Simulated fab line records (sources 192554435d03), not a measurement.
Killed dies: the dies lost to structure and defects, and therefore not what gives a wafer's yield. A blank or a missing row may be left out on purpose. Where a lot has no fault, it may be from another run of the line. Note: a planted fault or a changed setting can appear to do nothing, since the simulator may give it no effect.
fab line records	flow n5_finfet
record lots=6	wafers=15	last_day=16
route steps=1938 shown BEOL_M0_SAQP@700 BEOL_M0_CUTY@701 BEOL_M0@715 PASSIVATION@1936
lots that met no fault: from a run of the same line without faults
start_h: hours from the record's first day to the start of the lot's first wafer shown	wait_h: time in hours since the lot's previous step	" same as the row above	L1.1+2: a row that stands for several wafers	- no value, or no start was given	* or withheld: withheld	< > ~ a bound
route shown NAME@n: names a module that has steps shown in the file, with the first one's number in the route	usual: mean/standard deviation of fault-free wafers	same: alike in all rows	chamber/n: place in a boat	sites: the reading at each site	_std_site: their standard deviation	_edge_site: inner sites' mean taken away from outer sites' mean	radius_mm: how far each site lies from the wafer's centre	mask NAME#n: copy n	behind: tool/chamber where the wafer was last shaped	hold: why the lot was held/for how many hours/how that ended	device: which transistor (n, p or np) failed to switch	end of line: the tests these same wafers got at the end of their route	a step given without rows: its recipe and nothing more	killed: dies lost to structure and defects at the first sort, not the wafer's yield	map: a wafer's dies, marking killed ones x, the rest . and places with no die _
set.NAME: the setting the step ran with; set.NAME@STEP: the setting that earlier step ran with	model.NAME: the simulator's own value behind a step, which no gauge read
certain route steps with their lots: each step a table, each wafer a row
services: a tool's chamber out of use, with start hour (start_h, from the record's first day; less than 0 if before it), hours out, and reason
## steps
# step N5_BEOL_M0_SAQP_STRIP_75
# recipe chemistry=CF4	resist=SiARC	power_w=300	bias_power_w=75	pressure_mtorr=50	cf4_flow_sccm=150	rf_frequency_hz=6e+07
# step N5_BEOL_M0_CUTY_COAT_50
# recipe resist=SiARC	temp_c=220	time_s=60	spin_rpm=1500	resist_thk_nm=15
# step N5_BEOL_M0_CUTY_COAT_51
# recipe resist=CAR-ArF-block	spin_rpm=1500	resist_thk_nm=150
# step N5_BEOL_M0_CUTY_EBR_52
# recipe solvent=PGMEA	ebr_width_mm=1.5
# step N5_BEOL_M0_CUTY_SOFTBAKE_53
# recipe temp_c=110	time_s=60	resist=CAR-ArF-block
# step N5_BEOL_M0_CUTY_EXPOSE_54
# recipe mask_id=M0_ABLK	na=1.35	source_shape=conventional	sigma_outer=0.8	polarization=unpolarized	dose_mj=36
# step N5_BEOL_M0_CUTY_PEB_55
# recipe peb_temp_c=110	peb_time_s=60	resist=CAR-ArF-block
# step N5_BEOL_M0_CUTY_DEVELOP_56
# recipe develop_time_s=30	developer=TMAH	resist=CAR-ArF-block	rinse_liquid=diw	dry=air_spin	dev_temp_c=23
# step N5_BEOL_M0_CUTY_CD_MEAS_57
# recipe target_cd_nm=200	landing_energy_ev=500	detector=se_inlens	polarity=line
# usual cd_nm=199.5/1.1
lot.wafer	tool	chamber	start_h	wait_h	cd_nm
L884.1	cd_sem-03	0	120.76	-	199.9
L884.2	"	0	"	"	200.6
L884.3	"	0	"	"	199.4
L886.1	cd_sem-02	0	130.39	-	200.1
L886.2	"	0	"	"	198.2
L890.3	cd_sem-01	0	155.31	-	199.2
L890.5	"	0	"	"	200.6
L892.2	cd_sem-01	0	163.57	-	201.9
L892.6	"	0	"	"	199.5
L900.1	cd_sem-01	0	211.54	-	200.6
L900.3	"	0	"	"	201.1
L900.4	"	0	"	"	199.3
L903.1	cd_sem-01	0	234.66	-	200.1
L903.2	"	0	"	"	199.1
L903.5	"	0	"	"	199.3
# step N5_BEOL_M0_CUTY_OVL_MEAS_58
# recipe points_per_wafer=44
# usual M0_ABLK_OVL=0.3/0.83
lot.wafer	tool	chamber	start_h	wait_h	M0_ABLK_OVL[nm]
L884.1	overlay-02	0	120.79	0.0	-0.3
L884.2	"	0	"	"	0.2
L884.3	"	0	"	"	-0.2
L886.1	overlay-01	0	130.44	0.0	0.5
L886.2	"	0	"	"	-0.1
L890.3	overlay-02	0	155.34	0.0	1.0
L890.5	"	0	"	"	-0.4
L892.2	overlay-02	0	163.60	0.0	0.5
L892.6	"	0	"	"	-0.3
L900.1	overlay-01	0	211.57	0.0	0.5
L900.3	"	0	"	"	1.2
L900.4	"	0	"	"	1.3
L903.1	overlay-02	0	234.69	0.0	-0.1
L903.2	"	0	"	"	-0.8
L903.5	"	0	"	"	-0.9
# step N5_BEOL_M0_CUTY_INSPECT_59
# recipe mode=adi	inspect_instrument=macro
# usual raw_defect_count=2.1/1.5
lot.wafer	tool	chamber	start_h	wait_h	raw_defect_count
L884.1	defect_inspect-02	-	120.81	0.0	2
L884.2	"	-	"	"	2
L884.3	"	-	"	"	4
L886.1	defect_inspect-01	-	130.46	0.0	5
L886.2	"	-	"	"	0
L890.3	defect_inspect-01	-	155.36	0.0	0
L890.5	"	-	"	"	0
L892.2	defect_inspect-01	-	163.63	0.0	0
L892.6	"	-	"	"	0
L900.1	defect_inspect-02	-	211.59	0.0	1
L900.3	"	-	"	"	2
L900.4	"	-	"	"	1
L903.1	defect_inspect-01	-	234.72	0.0	4
L903.2	"	-	"	"	2
L903.5	"	-	"	"	2
# step N5_BEOL_M0_CUTY_DESCUM_61
# recipe chemistry=O2	time_s=7.9	source_power_w=50	bias_power_w=20	pressure_mtorr=20	rf_frequency_hz=2.712e+07	temp_c=40	resist=CAR-ArF-block	o2_flow_sccm=225
# usual drypump_motor_current_A=5.7/0.56	oes_product_au=0.83/0.097	rf_fwd_power_W=49.37/0.22	rf_vpp_V=242.8/1	showerhead_plenum_p_Torr=2.07/0.04	throttle_valve_pct=20.47/0.29
lot.wafer	tool	chamber	start_h	wait_h	drypump_motor_current_A	oes_product_au	rf_fwd_power_W	rf_hours_counter_h	rf_vpp_V	showerhead_plenum_p_Torr	throttle_valve_pct
L884.1	rie_diel-05	1	120.85	0.0	5.8	0.88	49.60	30	241.7	2.07	20.53
L884.2	"	0	"	"	5.1	0.89	49.53	41	243.3	2.04	20.28
L884.3	"	3	"	"	5.0	1.01	49.53	2	243.5	2.05	20.20
L886.1	rie_diel-05	0	131.18	0.7	5.1	0.89	49.53	45	242.5	2.04	20.30
L886.2	"	2	"	"	6.7	0.73	49.51	167	240.8	2.07	20.80
L890.3	rie_diel-05	2	155.71	0.3	6.7	0.73	49.67	175	242.2	2.06	20.82
L890.5	"	0	"	"	5.0	0.88	49.51	-	241.9	2.03	20.30
L892.2	rie_diel-05	0	163.66	0.0	5.1	0.86	49.31	57	242.9	2.03	20.30
L892.6	"	2	"	"	6.7	0.72	49.31	-	242.3	2.06	20.83
L900.1	rie_diel-01	1	211.67	0.1	5.7	0.68	49.61	233	242.6	2.08	21.22
L900.3	"	0	"	"	6.3	0.76	49.06	150	242.0	2.11	20.52
L900.4	"	2	"	"	5.3	0.74	49.40	145	244.2	2.16	20.40
L903.1	rie_diel-01	0	235.84	1.1	6.3	0.76	48.91	158	243.6	2.11	20.54
L903.2	"	1	"	"	5.7	0.67	49.70	241	242.8	2.08	21.23
L903.5	"	3	"	"	6.0	0.78	49.20	-	242.4	2.08	20.45
# step N5_BEOL_M0_CUTY_ETCH_62
# recipe chemistry=CF4	target=SiARC	mask_material=CAR-ArF-block	time_s=58.5	ion_energy_ev=80	pressure_mtorr=40	source_w=545	bias_w=36	Ar_flow_sccm=100	cf4_flow_sccm=100	ends=cleared
# usual drypump_motor_current_A=5.7/0.56	etch_rf_on_time_s=59.1/1.8	oes_product_au=0.71/0.081	rf_fwd_power_W=537.7/2.4	rf_vpp_V=184.0/1	showerhead_plenum_p_Torr=2.12/0.043	throttle_valve_pct=15.65/0.25
lot.wafer	tool	chamber	start_h	wait_h	drypump_motor_current_A	etch_rf_on_time_s	oes_product_au	rf_fwd_power_W	rf_hours_counter_h	rf_vpp_V	showerhead_plenum_p_Torr	throttle_valve_pct
L884.1	rie_diel-05	1	120.88	0.0	5.8	58.5	0.76	538.4	30	182.7	2.09	15.45
L884.2	"	0	"	"	5.1	56.9	0.76	536.6	41	182.8	2.11	15.43
L884.3	"	3	"	"	4.9	58.7	0.85	537.3	2	184.2	2.13	15.49
L886.1	rie_diel-05	0	131.21	0.0	5.1	56.6	0.76	539.6	45	183.4	2.11	15.44
L886.2	"	2	"	"	6.7	62.5	0.61	540.9	167	185.5	2.12	16.00
L890.3	rie_diel-05	2	155.74	0.0	6.7	63.1	0.61	539.2	175	184.6	2.12	16.01
L890.5	"	0	"	"	5.1	56.9	0.74	537.0	-	184.8	2.11	15.47
L892.2	rie_diel-05	0	163.69	0.0	5.1	57.6	0.74	536.2	57	182.4	2.11	15.47
L892.6	"	2	"	"	6.7	63.6	0.60	540.7	-	182.8	2.12	16.02
L900.1	rie_diel-01	1	211.71	0.0	5.7	60.7	0.57	537.1	233	184.9	2.09	16.16
L900.3	"	0	"	"	6.3	58.3	0.66	535.0	150	184.8	2.17	15.79
L900.4	"	2	"	"	5.3	58.3	0.64	538.6	145	185.7	2.23	15.72
L903.1	rie_diel-01	0	235.87	0.0	6.3	57.5	0.66	532.5	158	182.6	2.17	15.81
L903.2	"	1	"	"	5.8	60.4	0.57	536.8	241	185.7	2.09	16.16
L903.5	"	3	"	"	6.0	58.9	0.67	534.4	-	184.4	2.17	15.84
# step N5_BEOL_M0_CUTY_ETCH_63
# recipe chemistry=N2/H2	target=SOC	target_depth_a=827	overetch_a=165	mask_material=SiARC	temp_c=40	ion_energy_ev=200	time_s=124	pressure_mtorr=30	source_w=840	bias_w=150	n2_flow_sccm=200	h2_flow_sccm=200
# step N5_BEOL_M0_CUTY_STRIP_64
# recipe chemistry=N2/H2	temp_c=40	n2_flow_sccm=200	h2_flow_sccm=200	rf_frequency_hz=6e+07
# step N5_BEOL_M0_ETCH_138
# recipe chemistry=CH3F/O2	target_depth_a=120	target=SiCN	time_s=31.6	ion_energy_ev=120	pressure_mtorr=30	source_w=395	bias_w=75	Ar_flow_sccm=150	CH3F_flow_sccm=30	O2_flow_sccm=20	ends=cleared
# step N5_BEOL_M0_HM_OPEN_105
# recipe chemistry=Cl2/BCl3	target_depth_a=120	target=TiN	ion_energy_ev=150	pressure_mtorr=10	icp_w=1000	bias_w=126	Cl2_flow_sccm=53.25	bcl3_flow_sccm=21.75	Ar_flow_sccm=25
# step N5_BEOL_M0_STRIP_140
# recipe chemistry=CF4	resist=SiARC	power_w=300	bias_power_w=75	pressure_mtorr=50	cf4_flow_sccm=150	rf_frequency_hz=6e+07
# step N5_BEOL_M0_STRIP_104
# recipe chemistry=N2/H2	power_w=450	temp_c=40	pressure_mtorr=20	rf_frequency_hz=6e+07	overash_fraction=0.3	bias_power_w=7	h2_frac=0.5	n2_flow_sccm=200	h2_flow_sccm=200
# step N5_BEOL_M0_WET_ETCH_106
# recipe chemistry=DHF	dilution=10:1	temp_c=25	target=SiO2	target_depth_a=1300	dry=ipa_marangoni	rinse_time_s=30	rinse_temp_c=23
# step N5_BEOL_M0_ETCH_128
# recipe chemistry=CF4/N2	target_depth_a=120	overetch_a=51	target=SiCN	time_s=21.4	ion_energy_ev=150	pressure_mtorr=40	source_w=430	bias_w=70	Ar_flow_sccm=100	cf4_flow_sccm=60	n2_flow_sccm=60
# step N5_BEOL_M0_TRENCH_ETCH_107
# recipe chemistry=C4F6/O2	target_depth_a=328	target=SiOC	time_s=16.4	ion_energy_ev=250	pressure_mtorr=30	source_w=355	bias_w=185	Ar_flow_sccm=300	C4F6_flow_sccm=10	O2_flow_sccm=10
# usual drypump_motor_current_A=5.7/0.5	oes_product_au=0.83/0.086	rf_fwd_power_W=348.3/1.8	rf_vpp_V=663/22	showerhead_plenum_p_Torr=2.83/0.072	throttle_valve_pct=20.93/0.26
lot.wafer	tool	chamber	start_h	wait_h	drypump_motor_current_A	oes_product_au	rf_fwd_power_W	rf_hours_counter_h	rf_vpp_V	showerhead_plenum_p_Torr	throttle_valve_pct
L884.1	rie_diel-04	2	123.64	0.0	5.4	1.00	349.7	2	679	2.81	20.60
L884.2	"	0	"	"	6.0	0.79	349.3	106	643	2.73	20.62
L884.3	"	3	"	"	6.0	0.98	350.3	6	684	2.80	20.58
L886.1	rie_diel-01	2	133.72	0.0	5.3	0.77	349.7	120	626	3.01	21.14
L886.2	"	0	"	"	6.3	0.78	346.1	124	684	2.90	21.02
L890.3	rie_diel-05	3	156.65	0.0	5.0	0.96	345.9	15	661	2.83	20.90
L890.5	"	1	"	"	5.8	0.88	350.4	-	686	2.78	20.83
L892.2	rie_diel-01	2	164.50	0.0	5.3	0.76	350.2	131	627	3.00	21.14
L892.6	"	3	"	"	6.0	0.82	346.9	-	683	2.91	21.22
L900.1	rie_diel-01	3	214.99	0.0	6.0	0.81	346.7	109	684	2.90	21.23
L900.3	"	1	"	"	5.8	0.68	348.8	234	675	2.80	21.52
L900.4	"	0	"	"	6.3	0.78	346.3	151	683	2.88	21.07
L903.1	rie_diel-05	0	238.22	0.0	5.1	0.83	348.8	84	666	2.80	21.00
L903.2	"	2	"	"	6.7	0.70	349.4	205	650	2.79	21.23
L903.5	"	1	"	"	5.8	0.84	349.2	-	685	2.77	20.85
# step N5_BEOL_M0_STRIP_142
# recipe chemistry=N2/H2	time_s=10	power_w=450	temp_c=40	pressure_mtorr=20	rf_frequency_hz=6e+07	bias_power_w=7	n2_flow_sccm=200	h2_flow_sccm=200
# step N5_BEOL_M0_OCD_MEAS_108
# usual trench_depth_nm=32.6/0.81
lot.wafer	tool	chamber	start_h	wait_h	trench_depth_nm
L884.1	ocd-02	-	123.75	0.1	32.7
L884.2	"	-	"	"	31.8
L884.3	"	-	"	"	32.9
L886.1	ocd-01	-	133.82	0.1	32.8
L886.2	"	-	"	"	33.2
L890.3	ocd-01	-	156.75	0.1	33.4
L890.5	"	-	"	"	33.4
L892.2	ocd-01	-	164.61	0.1	33.2
L892.6	"	-	"	"	33.2
L900.1	ocd-02	-	215.09	0.1	33.6
L900.3	"	-	"	"	32.5
L900.4	"	-	"	"	33.0
L903.1	ocd-01	-	238.32	0.1	33.2
L903.2	"	-	"	"	31.1
L903.5	"	-	"	"	33.4
# step N5_BEOL_M0_HM_STRIP_129
# recipe chemistry=peroxide_tin_strip	material=TiN	target_depth_a=170	temp_c=50	time_s=108
# step N5_BEOL_M0_SRD_130
# recipe time_s=30	temp_c=23	rinse_liquid=diw	dry=ipa_marangoni
# step N5_BEOL_M0_ETCH_109
# recipe chemistry=CH3F/O2	target_depth_a=80	overetch_a=24	target=SiCN	time_s=27.4	ion_energy_ev=120	pressure_mtorr=30	source_w=395	bias_w=75	Ar_flow_sccm=150	CH3F_flow_sccm=30	O2_flow_sccm=20
# step N5_BEOL_M0_STRIP_139
# recipe chemistry=post_etch_residue_remover	time_s=60	temp_c=25	remover_ph=withheld	remover_water_wt_pct=withheld	remover_fluoride_wt_pct=withheld
# step N5_BEOL_M0_SRD_111
# recipe time_s=30	temp_c=23	rinse_liquid=diw	dry=ipa_marangoni
# step N5_BEOL_M0_DEGAS_112
# recipe ambient=vacuum	temp_c=250	time_s=60
# step N5_BEOL_M0_PRE_CLEAN_113
# recipe gas=H2/He	time_s=30	temp_c=250
# usual heater_power_w=340/32	susceptor_temp_C=250.01/0.17
lot.wafer	tool	chamber	start_h	wait_h	heater_power_w	susceptor_temp_C
L884.1	pvd_sputter-03	-	124.67	0.0	364	250.09
L884.2	"	-	"	"	341	250.05
L884.3	"	-	"	"	398	250.02
L886.1	pvd_sputter-02	-	135.23	0.0	324	249.97
L886.2	"	-	"	"	355	250.07
L890.3	pvd_sputter-02	-	157.81	0.0	292	250.01
L890.5	"	-	"	"	282	249.96
L892.2	pvd_sputter-03	-	165.33	0.0	360	250.18
L892.6	"	-	"	"	353	250.21
L900.1	pvd_sputter-01	-	215.72	0.0	321	250.17
L900.3	"	-	"	"	301	250.06
L900.4	"	-	"	"	405	249.94
L903.1	pvd_sputter-02	-	239.38	0.0	291	249.76
L903.2	"	-	"	"	302	249.85
L903.5	"	-	"	"	346	250.04
# step N5_BEOL_M0_ALD_136
# recipe material=TaN	target_thk_a=*	temp_c=275	ald_precursor_family=PDMAT	ald_co_reactant=NH3	pressure_torr=3	carrier_flow_sccm=1500	pulse_time_s=2	purge_time_s=3	co_reactant_purge_time_s=2	co_reactant_pulse_time_s=3	ald_cycles=30	precursor_vessel_temp_c=75	precursor_vessel_pressure_torr=26.25	precursor_vessel_carrier_sccm=1000
# step N5_BEOL_M0_SURFACE_TREAT_137
# recipe gas=Ar	time_s=*	ion_energy_ev=*	ion_current_ma_cm2=0.5	pressure_mtorr=*	ar_flow_sccm=30
# step N5_BEOL_M0_CVD_115
# recipe material=Co	target_thk_a=*	temp_c=withheld	precursor=CCTBA/H2	pressure_torr=30	time_s=120
# step N5_BEOL_M0_SPUTTER_116
# recipe material=Cu	target_thk_a=40	temp_c=-20	chamber_pressure_pa=0.07	power_w=withheld	time_s=7.37
# step N5_BEOL_M0_ANNEAL_117
# recipe temp_c=400	time_s=60	ambient=vacuum
# step N5_BEOL_M0_SPUTTER_132
# recipe material=Cu	target_thk_a=40	temp_c=-20	chamber_pressure_pa=0.07	power_w=withheld	time_s=7.37
# usual susceptor_temp_C=-20.02/0.11	throttle_valve_pct=29.7/1
lot.wafer	tool	chamber	start_h	wait_h	susceptor_temp_C	throttle_valve_pct
L884.1	pvd_sputter-01	-	125.66	0.0	-20.00	29.4
L884.2	"	-	"	"	-19.92	31.9
L884.3	"	-	"	"	-20.09	28.4
L886.1	pvd_sputter-03	-	137.27	0.0	-19.99	30.3
L886.2	"	-	"	"	-20.11	28.8
L890.3	pvd_sputter-02	-	158.63	0.0	-19.94	29.9
L890.5	"	-	"	"	-20.05	28.1
L892.2	pvd_sputter-01	-	165.92	0.0	-19.86	28.4
L892.6	"	-	"	"	-20.01	29.3
L900.1	pvd_sputter-03	-	217.53	0.0	-19.92	28.6
L900.3	"	-	"	"	-20.12	28.7
L900.4	"	-	"	"	-20.03	30.2
L903.1	pvd_sputter-03	-	241.32	0.0	-19.94	30.1
L903.2	"	-	"	"	-19.99	28.8
L903.5	"	-	"	"	-20.00	30.0
# step N5_BEOL_M0_ANNEAL_133
# recipe temp_c=400	time_s=60	ambient=vacuum
# usual heater_power_w=851/85	susceptor_temp_C=399.99/0.21
lot.wafer	tool	chamber	start_h	wait_h	heater_power_w	susceptor_temp_C
L884.1	pvd_sputter-01	-	125.74	0.0	977	399.90
L884.2	"	-	"	"	806	400.19
L884.3	"	-	"	"	914	400.24
L886.1	pvd_sputter-03	-	137.35	0.0	852	400.04
L886.2	"	-	"	"	856	400.19
L890.3	pvd_sputter-02	-	158.71	0.0	720	399.75
L890.5	"	-	"	"	820	399.96
L892.2	pvd_sputter-01	-	166.00	0.0	910	400.07
L892.6	"	-	"	"	981	400.21
L900.1	pvd_sputter-03	-	217.61	0.0	929	399.98
L900.3	"	-	"	"	847	399.72
L900.4	"	-	"	"	882	399.89
L903.1	pvd_sputter-03	-	241.40	0.0	863	400.12
L903.2	"	-	"	"	894	400.09
L903.5	"	-	"	"	844	399.98
# step N5_BEOL_M0_SPUTTER_134
# recipe material=Cu	target_thk_a=40	temp_c=-20	chamber_pressure_pa=0.07	power_w=withheld	time_s=7.37
# step N5_BEOL_M0_ANNEAL_135
# recipe temp_c=400	time_s=60	ambient=vacuum
# step N5_BEOL_M0_SPUTTER_141
# recipe material=Cu	target_thk_a=40	temp_c=-20	chamber_pressure_pa=0.07	power_w=withheld	time_s=7.37
# step N5_BEOL_M0_ECD_118
# recipe material=Cu	target_thk_a=3000
# step N5_PASSIVATION_PROBE_49
# usual defect_limited_yield=91.2/1.4	killed_at_M0_to_M3=32/9.3	killed_at_M4_up=14/4.9	killed_at_contacts=15/7.5	killed_at_front_end=40/11	killed_at_other=4/3.3	killed_dies=104/17	killed_open=68/14	killed_short=33/7.9	sort_bin_5_function=5.2/0.99	sort_bin_6_memory=3.2/0.65	sort_n_pass=1076/17	sort_yield_pct=91.1/1.5
# same gross_dies=1180	killed_at_back_side=0	sort_bin_4_leakage[%]=0	sort_bin_8_speed[%]=0
lot.wafer	tool	chamber	start_h	wait_h	defect_limited_yield[%]	killed_at_M0_to_M3	killed_at_M4_up	killed_at_contacts	killed_at_front_end	killed_at_other	killed_dies	killed_open	killed_short	sort_bin_5_function[%]	sort_bin_6_memory[%]	sort_n_pass	sort_yield_pct[%]
L884.1	prober-01	-	272.80	0.0	91.0	54	8	13	29	2	106	71	35	5.5	3.1	1074	91.0
L884.2	prober-01	-	272.85	0.1	91.4	36	18	8	36	4	102	74	28	4.4	4.2	1078	91.4
L884.3	prober-01	-	272.90	0.1	93.1	31	20	6	23	2	82	62	20	4.5	2.2	1098	93.1
L886.1	prober-02	-	287.81	0.0	92.0	31	11	30	21	1	94	58	35	4.8	3.0	1086	92.0
L886.2	prober-02	-	287.86	0.1	89.7	52	8	29	29	4	122	70	37	5.8	3.7	1058	89.7
L900.1	prober-01	-	365.86	0.0	81.7	155	19	11	24	7	216	56	22	10.8	4.4	964	81.7
L900.3	prober-01	-	365.96	0.1	83.1	136	7	19	33	4	199	62	26	10.2	3.9	981	83.1
L900.4	prober-01	-	366.01	0.2	86.9	63	15	9	51	17	155	65	25	7.1	3.5	1025	86.9
L903.1	prober-01	-	390.69	0.0	83.0	151	4	4	41	1	201	54	40	10.4	3.9	979	83.0
L903.2	prober-01	-	390.74	0.1	81.6	158	10	14	34	1	217	59	27	11.3	4.4	963	81.6
L903.5	prober-01	-	390.89	0.2	83.6	128	11	8	42	4	193	58	35	9.2	3.7	987	83.6
# killed by level:class
L884.1 BEOL_M0_SAQP:geometric_particle:short=17 BEOL_M1:geometric_particle:open=17 STI_FIN_REVEAL:geometric_particle:open=13 BEOL_M0_SAQP:geometric_particle:open=12 MOL_CONTACT_COAG:geometric_particle:open=10 GATE_CUT:geometric_particle:short=6 BEOL_M4:geometric_particle:open=5 BEOL_M0:geometric_particle:open=3
L884.2 STI_FIN_REVEAL:geometric_particle:open=13 BEOL_M1:geometric_particle:open=13 MOL_CONTACT_COAG:geometric_particle:open=7 BEOL_M0:geometric_particle:open=6 FIN_SAQP:geometric_particle:short=5 BEOL_M0_SAQP:geometric_particle:short=5 BEOL_M0_SAQP:geometric_particle:open=5 BEOL_M5:geometric_particle:open=4
L884.3 BEOL_M3:geometric_particle:open=10 STI_FIN_REVEAL:geometric_particle:open=7 BEOL_M1:geometric_particle:open=7 BEOL_M4:geometric_particle:open=7 BEOL_M1:geometric_particle:short=5 MOL_CONTACT_COAG:geometric_particle:open=4 BEOL_M5:geometric_particle:open=4 FIN_SAQP:geometric_particle:open=3
L886.1 MOL_CONTACT_COAG:geometric_particle:open=25 BEOL_M0_SAQP:geometric_particle:short=9 MOL_CONTACT_COAG:geometric_particle:short=5 BEOL_M5:geometric_particle:open=5 BEOL_M1:geometric_particle:open=4 BEOL_M0_SAQP:geometric_particle:open=4 BEOL_M2:geometric_particle:open=4 BEOL_M3:geometric_particle:short=4
L886.2 MOL_CONTACT_COAG:geometric_particle:open=16 BEOL_M0_SAQP:geometric_particle:open=15 BEOL_M0_SAQP:geometric_particle:short=13 MOL_CONTACT_COAG:area_etch=9 BEOL_M1:geometric_particle:open=8 FIN_SAQP:geometric_particle:open=6 BEOL_M2:geometric_particle:open=6 HKMG_FIN:area_etch=6
L900.1 BEOL_M0_CUTY:unspecified=132 BEOL_M4:geometric_particle:open=10 STI_FIN_REVEAL:geometric_particle:open=7 MOL_CONTACT_COAG:geometric_particle:open=7 PASSIVATION:area_etch=6 BEOL_M0_SAQP:geometric_particle:open=5 BEOL_M2:geometric_particle:open=5 BEOL_M3:geometric_particle:open=5
L900.3 BEOL_M0_CUTY:unspecified=107 MOL_CONTACT_COAG:geometric_particle:open=18 BEOL_M0_SAQP:geometric_particle:short=9 STI_FIN_REVEAL:geometric_particle:open=7 BEOL_M0_SAQP:geometric_particle:open=7 BEOL_M3:geometric_particle:open=6 FIN_SAQP:geometric_particle:open=5 GATE_CUT:geometric_particle:open=4
L900.4 BEOL_M0_CUTY:unspecified=34 HKMG_FIN:area_etch=16 PASSIVATION:area_etch=14 STI_FIN_REVEAL:geometric_particle:open=11 BEOL_M4:geometric_particle:open=9 BEOL_M0_SAQP:geometric_particle:short=8 MOL_CONTACT_COAG:geometric_particle:open=7 BEOL_M0_SAQP:geometric_particle:open=6
L903.1 BEOL_M0_CUTY:unspecified=107 BEOL_M0_SAQP:geometric_particle:short=16 BEOL_M0_SAQP:geometric_particle:open=11 FIN_SAQP:geometric_particle:open=9 FIN_SAQP:geometric_particle:short=8 STI_FIN_REVEAL:geometric_particle:open=6 STI_FIN_REVEAL:geometric_particle:short=5 GATE_CUT:geometric_particle:short=5
L903.2 BEOL_M0_CUTY:unspecified=131 STI_FIN_REVEAL:geometric_particle:open=10 MOL_CONTACT_COAG:geometric_particle:open=10 FIN_SAQP:geometric_particle:open=9 BEOL_M0_SAQP:geometric_particle:short=9 BEOL_M0_SAQP:geometric_particle:open=9 FIN_SAQP:geometric_particle:short=5 BEOL_M2:geometric_particle:open=5
L903.5 BEOL_M0_CUTY:unspecified=91 BEOL_M0_SAQP:geometric_particle:open=13 FIN_SAQP:geometric_particle:short=10 STI_FIN_REVEAL:geometric_particle:open=9 HKMG_FIN:area_etch=9 MOL_CONTACT_COAG:geometric_particle:open=7 BEOL_M2:geometric_particle:open=6 BEOL_M0_SAQP:geometric_particle:short=5
# map L900.1 (x killed, . not)
_________________......x.....________________
______________...xx............._____________
___________.......................x__________
__________...x................x....._________
________....x....x........x.....x....._______
_______......x..x.......x......x.....x.______
______......x....................x......_____
_____....xx.......x..............x.......____
____........x...............x..........x..___
___.x..........x...............x...........__
___.....x.x.x..............................__
__....x..xxxxx.............x................_
__..x...xxxxxxxx.x..x....x.................._
_....xxxxxxxxxxxx.x....x...........xx........
_...xxxxxxxxxxxxxx...x...........x.....x...x.
_.x.xxxxxxxxxxxxx.xx..........x...x..........
_...xxxxxxxxxxxxxx.x.........................
_...xxxxxxxxxxxxx....x..........x...x..x...x.
_...xxxxxxxxxxxxxx.......x.x.................
_.x.xxxxxxxxxxxxx.x..........................
_.....xxxxxxxxx...............x............x.
__.x....xxxx.x.x.x....x................xx..._
__x.....x.x......x...x....x................._
___....xx.x.x............x.................__
___...x..........x....x....x...x....x......__
____.................................x...x___
_____..........................x.......x.____
______..................x..........x...._____
_______.......x..........x.............______
________.............................._______
__________.........................._________
___________........x.x.............__________
______________...x.............._____________
_________________..x.........________________
# map L903.2 (x killed, . not)
_________________............________________
______________.x................_____________
___________.....................x..__________
__________....x.x..x...x....x......._________
________.x....x......................._______
_______......x.........................______
______..................x....x.........x_____
_____.....x..x...x..x........x...........____
____..x..............x....x............x..___
___.....x.x..x............x...............x__
___.....xxxxxxx...........x....x....x......__
__x...x...xx.x.............................._
__.....xxxxxxxxxx..x...................x...._
_....xxxxxxxxxxxxxx..............x...x.......
_.xxxxxxxxxxxxxx....x.......x...........x....
_...xxxxxxxxxxxxxx.....x...............x.....
_...xxxxxxxxxxxxxxxx.x.......x......x........
_..xxxxxxxxxxxx..x...x.......................
_...xxxxxxxxxxxxxx.............xx......x.....
_...x.xxxxxxxxxx.........xxx.........x.....x.
_....x.xxxxxxx...............................
__x.x..xx.xxx........x.x....x..............._
__..x.....x.xxx............................._
___...x.x.....................x............__
___.x.........x..............x..x..........__
____...............x....x.........x.......___
_____....x............x..................____
______...........x......................_____
_______....x............x..x........x..______
________....x................x........_______
__________x.........x..............._________
___________...............x...x....__________
______________.................x_____________
_________________..x.........________________
## services
tool	chamber	start_h	hours	kind
rie_diel-04	2	108.99	-	clean
rie_diel-04	2	108.99	-	consumable_replace:focus_ring
rie_diel-04	2	108.99	10.1	scheduled_down
rie_diel-04	2	108.99	10.1	vent_cycle
rie_diel-04	-	148.85	0.1	repair
rie_diel-04	2	172.28	4.3	repair
rie_diel-05	0	185.05	3.2	repair
rie_diel-04	-	190.71	1.6	repair
rie_diel-05	1	230.89	5.4	repair
## key
first_sign step=N5_PASSIVATION_PROBE_49	reading=killed_at_M0_to_M3	direction=up	sigmas=11	usual=32	struck=132
effect step=N5_PASSIVATION_PROBE_49	reading=defect_limited_yield	direction=down	sigmas=5.5	usual=91.2	struck=83.3
more_kills_born_at N5_BEOL_M0_CUTY_ETCH_62@rie_diel-01=602
met_at N5_BEOL_M0_CUTY_ETCH_62
struck_wafers L900.1,L900.3,L900.4,L903.1,L903.2,L903.5
baseline_loss step=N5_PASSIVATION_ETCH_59	wafers=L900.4
also_fits time
fault kind=chamber_particle_source	tool=rie_diel-01	chamber=-	onset_h=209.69	steps=N5_BEOL_M0_CUTY_ETCH_62	rate_per_visit_cm2=1.0421	end_h=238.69
# baseline_loss: these wafers lose ten dies or more at that step, a loss of the line's own and not of a fault; the sort's usual values leave them out
